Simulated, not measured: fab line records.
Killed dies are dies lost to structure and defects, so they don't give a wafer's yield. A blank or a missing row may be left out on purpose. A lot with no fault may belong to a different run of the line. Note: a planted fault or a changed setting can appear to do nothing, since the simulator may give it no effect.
Chamber matching / flow nand_harc / NHARC_P_GATE_ETCH_104 on rie_diel-01: 4 sister chambers
The step etches the open film in CF4/CHF3, target depth 60 nm. 4 wafers are shown with their chamber, then 7 later ones without.

## WAFERS, EACH WITH ITS CHAMBER
wafer=L682.6; chamber=3; drypump_motor_current_A (A)=5.9
wafer=L691.6; chamber=2; drypump_motor_current_A (A)=5.4
wafer=L693.2; chamber=1; drypump_motor_current_A (A)=5.1
wafer=L693.3; chamber=0; drypump_motor_current_A (A)=4.8

## WAFERS WITHOUT THEIR CHAMBER
wafer=L693.6; drypump_motor_current_A (A)=5.9
wafer=L695.3; drypump_motor_current_A (A)=4.8
wafer=L695.5; drypump_motor_current_A (A)=5.1
wafer=L695.6; drypump_motor_current_A (A)=5.3
wafer=L696.1; drypump_motor_current_A (A)=5.0
wafer=L696.2; drypump_motor_current_A (A)=4.8
wafer=L696.4; drypump_motor_current_A (A)=5.9

## THE CHAMBER EACH PASSED THROUGH
wafer=L693.6; from the rows above=3; in truth=3
wafer=L695.3; from the rows above=0; in truth=0
wafer=L695.5; from the rows above=1; in truth=1
wafer=L695.6; from the rows above=can't be placed: 2 or 1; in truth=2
wafer=L696.1; from the rows above=can't be placed: 1 or 0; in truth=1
wafer=L696.2; from the rows above=0; in truth=0
wafer=L696.4; from the rows above=3; in truth=3
Placed correctly: 5 of 7. Can't be placed from these rows: 2 (the true chamber is among the candidates in 2). Placed wrongly: 0.
How it was worked out, from the rows above alone: a wafer's distance from a chamber is the root of the sum, over the readings, of the square of ((its reading less the chamber's mean) divided by the reading's scatter). If the next closest chamber is less than 2 further off than the closest, the wafer can't be placed; otherwise it belongs to the closest. For every chamber, the mean is computed from those of its wafers that are shown. The scatter: with one shown wafer a chamber, the root of the mean of the squares of how far each hidden wafer lies from its nearest shown one.
